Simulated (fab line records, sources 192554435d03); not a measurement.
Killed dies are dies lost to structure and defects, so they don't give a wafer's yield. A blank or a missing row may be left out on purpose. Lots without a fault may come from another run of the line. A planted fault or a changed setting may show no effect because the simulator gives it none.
fab line records | flow n5_finfet
record lots=5 wafers=15 last_day=17
route steps=1938 shown BEOL_M13@1693
lots that met no fault: from a run of the same line without faults
start_h: hours from the record's first day to the start of the lot's first wafer shown | wait_h: hours since the lot's step before | " the same as in the row above | L1.1+2: a row that stands for several wafers | - no value, or no start given | * or withheld: withheld | < > ~ a bound
route shown NAME@n: a module of which the file shows steps, and the number in the route of the first | usual: mean/standard deviation of fault-free wafers | same: alike in all rows | chamber/n: place in a boat | sites: the reading at each site | _std_site: their standard deviation | _edge_site: outer sites' mean less inner sites' | radius_mm: how far each site lies from the wafer's centre | mask NAME#n: copy n | behind: the tool/chamber that last shaped the wafer | hold: why the lot was held/for how many hours/how that ended | device: the transistor (n, p or np) that didn't switch | end of line: the same wafers' tests at the end of the route | a step without rows: its recipe alone | killed: dies lost to structure and defects at the first sort, not the wafer's yield | map: a wafer's dies, x killed, . not, _ none there
set.NAME: the setting as run; set.NAME@STEP: as run at that earlier step | model.NAME: the simulator's own value behind a step, which no gauge read
lots at some steps of the route; a table a step, a row a wafer
services: from which hour (start_h, from the record's first day; less than 0 if before it) a tool's chamber was out of use, for how many hours, and why
## steps
# step N5_BEOL_M13_ETCH_67
# recipe chemistry=CF4 target=SiARC target_depth_a=1430 time_s=238.3 ion_energy_ev=80 pressure_mtorr=40 source_w=545 bias_w=36 Ar_flow_sccm=100 cf4_flow_sccm=100 ends=cleared
# usual drypump_motor_current_A=5.6/0.38 etch_rf_on_time_s=239/6.7 oes_product_au=0.68/0.072 rf_vpp_V=183.9/1.2 showerhead_plenum_p_Torr=2.13/0.085 throttle_valve_pct=15.54/0.23
# columns lot.wafer tool chamber start_h wait_h drypump_motor_current_A etch_rf_on_time_s oes_product_au rf_hours_counter_h rf_vpp_V showerhead_plenum_p_Torr throttle_valve_pct
L667.3 rie_diel-03 1 261.16 0.0 5.0 248 0.59 219 183.7 2.02 15.58
L667.5 " 2 " " 5.1 239 0.59 - 184.3 2.20 15.81
L667.6 " 1 " " 5.1 245 0.60 - 183.9 2.02 15.60
L674.1 rie_diel-02 1 297.74 0.0 5.8 242 0.75 32 183.8 2.10 15.05
L674.2 " 3 " " 6.2 240 0.76 22 185.8 2.27 15.44
L674.6 " 3 " " 6.2 241 0.76 - 185.6 2.27 15.44
L680.1 rie_diel-02 0 345.25 0.0 5.3 236 0.67 96 184.2 2.17 15.53
L680.5 " 1 " " 5.9 239 0.73 - 184.1 2.09 15.09
L680.6 " 2 " " 5.6 234 0.70 - 181.7 2.09 15.40
L685.1 rie_diel-03 3 363.36 0.0 5.5 246 0.60 194 182.8 2.13 15.46
L685.2 " 0 " " 6.0 227 0.65 181 183.9 2.05 15.68
L685.3 " 2 " " 5.1 236 0.77 20 185.1 2.19 15.38
L687.1 rie_diel-02 0 368.45 0.0 5.3 241 0.66 103 184.9 2.16 15.54
L687.2 " 1 " " 5.8 247 0.71 59 184.5 2.09 15.11
L687.3 " 3 " " 6.2 242 0.71 48 186.0 2.26 15.50
# step N5_BEOL_M13_ETCH_68
# recipe chemistry=N2/H2 target=SOC mask_material=SiARC source_w=3000 bias_w=350 temp_c=40 time_s=355 ion_energy_ev=200 pressure_mtorr=30 n2_flow_sccm=200 h2_flow_sccm=200
# step N5_BEOL_M13_STRIP_69
# recipe chemistry=N2/H2 temp_c=40 n2_flow_sccm=200 h2_flow_sccm=200 rf_frequency_hz=6e+07
# step N5_BEOL_M13_TRENCH_ETCH_34
# recipe chemistry=C4F8/O2/Ar target=SiOC target_depth_a=4134.7 mask_material=SOC pressure_mtorr=30 source_w=3000 bias_w=700 Ar_flow_sccm=400 C4F8_flow_sccm=15 O2_flow_sccm=8 he_inner_torr=15 he_outer_torr=30 time_s=162.6 ion_energy_ev=250
# usual drypump_motor_current_A=5.6/0.38 oes_product_au=0.80/0.087 rf_vpp_V=665/4 showerhead_plenum_p_Torr=3.41/0.13 throttle_valve_pct=24.15/0.2
# columns lot.wafer tool chamber start_h wait_h drypump_motor_current_A oes_product_au rf_hours_counter_h rf_vpp_V showerhead_plenum_p_Torr throttle_valve_pct
L667.3 rie_diel-03 1 261.53 0.0 5.0 0.70 220 659 3.24 24.15
L667.5 " 2 " " 5.1 0.70 - 669 3.50 24.33
L667.6 " 1 " " 5.0 0.71 - 660 3.24 24.16
L674.1 rie_diel-02 1 298.11 0.0 5.9 0.89 32 664 3.36 23.68
L674.2 " 3 " " 6.2 0.89 23 671 3.60 24.10
L674.6 " 3 " " 6.2 0.89 - 671 3.60 24.08
L680.1 rie_diel-02 0 345.62 0.0 5.3 0.78 96 666 3.45 24.12
L680.5 " 1 " " 5.9 0.86 - 664 3.35 23.71
L680.6 " 2 " " 5.6 0.83 - 662 3.35 24.06
L685.1 rie_diel-03 3 363.73 0.0 5.5 0.71 194 665 3.40 23.98
L685.2 " 0 " " 5.9 0.74 181 661 3.27 24.19
L685.3 " 2 " " 5.1 0.90 20 667 3.49 24.01
L687.1 rie_diel-02 0 368.82 0.0 5.3 0.77 103 665 3.45 24.13
L687.2 " 1 " " 5.8 0.83 59 661 3.35 23.72
L687.3 " 3 " " 6.2 0.85 48 671 3.59 24.11
# step N5_BEOL_M13_STRIP_70
# recipe chemistry=C4F8/O2/Ar resist=SiARC rf_frequency_hz=6e+07
# step N5_BEOL_M13_OCD_MEAS_35
# usual trench_depth_nm=414/8
# columns lot.wafer tool chamber start_h wait_h trench_depth_nm
L667.3 ocd-02 - 261.71 0.0 404
L667.5 " - " " 409
L667.6 " - " " 406
L674.1 ocd-01 - 298.28 0.0 418
L674.2 " - " " 420
L674.6 " - " " 420
L680.1 ocd-01 - 345.79 0.0 413
L680.5 " - " " 416
L680.6 " - " " 423
L685.1 ocd-02 - 363.91 0.0 410
L685.2 " - " " 418
L685.3 " - " " 417
L687.1 ocd-02 - 368.99 0.0 411
L687.2 " - " " 410
L687.3 " - " " 416
# step N5_BEOL_M13_STRIP_37
# recipe chemistry=N2/H2 power_w=1000 temp_c=250 h2_frac=0.65 overash_fraction=0.3 pressure_mtorr=withheld n2_flow_sccm=1750 h2_flow_sccm=3250
# usual drypump_motor_current_A=5.5/0.51 heater_power_w=308/11 oes_product_au=0.785/0.011 temp_c=249.98/0.2
# columns lot.wafer tool chamber start_h wait_h drypump_motor_current_A heater_power_w oes_product_au rf_hours_counter_h temp_c
L667.3 plasma_asher-02 0 261.76 0.1 5.0 318 0.790 - 249.91
L667.5 " 0 " " 5.0 315 0.788 - 250.13
L667.6 " 1 " " 6.3 312 0.811 - 250.02
L674.1 plasma_asher-02 0 298.32 0.0 5.0 320 0.784 86 250.20
L674.2 " 1 " " 6.3 308 0.783 86 250.11
L674.6 " 0 " " 5.0 312 0.772 - 250.03
L680.1 plasma_asher-02 0 345.83 0.0 5.0 317 0.785 96 249.99
L680.5 " 0 " " 5.0 314 0.802 - 249.85
L680.6 " 1 " " 6.3 304 0.763 - 249.86
L685.1 plasma_asher-01 1 363.94 0.0 5.4 291 0.779 140 250.14
L685.2 " 0 " " 5.2 314 0.802 140 250.10
L685.3 " 0 " " 5.2 318 0.773 - 249.62
L687.1 plasma_asher-01 0 369.03 0.0 5.2 313 0.794 141 250.26
L687.2 " 1 " " 5.4 293 0.800 141 250.19
L687.3 " 1 " " 5.4 297 0.764 - 250.29
# step N5_BEOL_M13_ETCH_38
# recipe chemistry=CF4/N2 target=SiCN target_depth_a=675 taper_deg=2 time_s=71.9 ion_energy_ev=150 mask_material=SiO2 pressure_mtorr=40 source_w=430 bias_w=70 Ar_flow_sccm=100 cf4_flow_sccm=60 n2_flow_sccm=60
# step N5_BEOL_M13_PRECLEAN_39
# recipe chemistry=residue_remover time_s=60 temp_c=40
# step N5_BEOL_M13_SRD_40
# recipe time_s=30 temp_c=23 rinse_liquid=diw dry=n2_spin spin_rpm=1500 dry_time_s=30
# step N5_BEOL_M13_DEGAS_41
# recipe ambient=vacuum temp_c=250 time_s=60
# step N5_BEOL_M13_PRE_CLEAN_42
# recipe gas=H2/He time_s=30 temp_c=250
# usual heater_power_w=323/32
# columns lot.wafer tool chamber start_h wait_h heater_power_w
L667.3 pvd_sputter-03 - 262.27 0.0 302
L667.5 " - " " 317
L667.6 " - " " 339
L674.1 pvd_sputter-03 - 299.17 0.0 299
L674.2 " - " " 373
L674.6 " - " " 381
L680.1 pvd_sputter-03 - 351.41 0.0 371
L680.5 " - " " 307
L680.6 " - " " 298
L685.1 pvd_sputter-01 - 364.81 0.0 309
L685.2 " - " " 289
L685.3 " - " " 370
L687.1 pvd_sputter-01 - 370.70 0.0 363
L687.2 " - " " 319
L687.3 " - " " 344
# step N5_BEOL_M13_SPUTTER_43
# recipe material=TaN target_thk_a=150 temp_c=50 bias_v=168.6 power_w=15000 chamber_pressure_pa=0.12 time_s=24.19
# usual substrate_temp_c=49.99/0.11 throttle_valve_pct=29.7/0.92
# columns lot.wafer tool chamber start_h wait_h substrate_temp_c throttle_valve_pct model.TaN_of_BEOL_M13_SPUTTER_43.thk_nm
L667.3 pvd_sputter-03 - 262.31 0.0 49.99 30.3 15
L667.5 " - " " 50.00 30.2 15.2
L667.6 " - " " 50.01 29.6 15
L674.1 pvd_sputter-03 - 299.21 0.0 49.73 30.0 14.6
L674.2 " - " " 49.92 28.1 15
L674.6 " - " " 49.87 28.5 15
L680.1 pvd_sputter-03 - 351.45 0.0 49.96 28.3 15.8
L680.5 " - " " 50.15 30.1 15.2
L680.6 " - " " 50.20 30.4 15.2
L685.1 pvd_sputter-01 - 364.85 0.0 50.14 31.2 15.2
L685.2 " - " " 49.85 30.2 15.2
L685.3 " - " " 50.07 30.0 15.4
L687.1 pvd_sputter-01 - 370.74 0.0 49.89 30.1 15.2
L687.2 " - " " 50.15 31.1 15.2
L687.3 " - " " 49.80 29.1 15.2
# step N5_BEOL_M13_SPUTTER_44
# recipe material=Ta target_thk_a=100 temp_c=50 bias_v=80 power_w=15000 chamber_pressure_pa=0.07 time_s=16.13
# usual substrate_temp_c=50.00/0.12 throttle_valve_pct=29.7/0.92
# columns lot.wafer tool chamber start_h wait_h substrate_temp_c throttle_valve_pct
L667.3 pvd_sputter-03 - 262.39 0.0 50.27 30.2
L667.5 " - " " 50.28 30.1
L667.6 " - " " 49.69 29.4
L674.1 pvd_sputter-03 - 299.29 0.0 50.07 30.3
L674.2 " - " " 49.96 28.5
L674.6 " - " " 49.88 28.3
L680.1 pvd_sputter-03 - 351.53 0.0 50.09 28.1
L680.5 " - " " 49.86 30.3
L680.6 " - " " 50.10 30.4
L685.1 pvd_sputter-01 - 364.93 0.0 49.80 31.5
L685.2 " - " " 50.12 30.2
L685.3 " - " " 49.87 30.0
L687.1 pvd_sputter-01 - 370.82 0.0 50.12 30.2
L687.2 " - " " 50.16 31.3
L687.3 " - " " 49.92 29.4
## services
# columns tool chamber start_h hours kind
rie_diel-02 2 241.45 6.8 repair
rie_diel-03 3 260.48 12.1 repair
rie_diel-03 2 282.47 - clean
rie_diel-03 2 282.47 - consumable_replace:focus_ring
rie_diel-03 2 282.47 20.0 scheduled_down
rie_diel-03 2 282.47 20.0 vent_cycle
plasma_asher-01 - 298.19 0.5 repair
rie_diel-02 2 307.05 32.1 repair
plasma_asher-02 - 335.47 2.3 repair
rie_diel-03 - 346.12 0.7 repair
plasma_asher-01 - 347.18 1.2 repair
rie_diel-03 1 352.83 - clean
rie_diel-03 1 352.83 - consumable_replace:focus_ring
rie_diel-03 1 352.83 - consumable_replace:showerhead
rie_diel-03 1 352.83 19.6 scheduled_down
rie_diel-03 1 352.83 19.6 vent_cycle
pvd_sputter-03 - 363.22 3.1 repair
pvd_sputter-01 - 367.36 0.5 repair
rie_diel-02 3 370.40 10.1 repair
## key
first_sign none at tools or gauges
model_effect step=N5_BEOL_M13_SPUTTER_43 value=TaN_of_BEOL_M13_SPUTTER_43.thk_nm without=15.2 struck=15.8
met_at N5_BEOL_M13_SPUTTER_43
struck_wafers L680.1
onset_between 299.21 351.45
fault kind=process_parameter_drift tool=pvd_sputter-03 chamber=- onset_h=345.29 steps=N5_BEOL_M13_SPUTTER_43 channel=time_s offset=* shape=step end_h=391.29 scope=struck_wafers_only acts_in=* stated=*
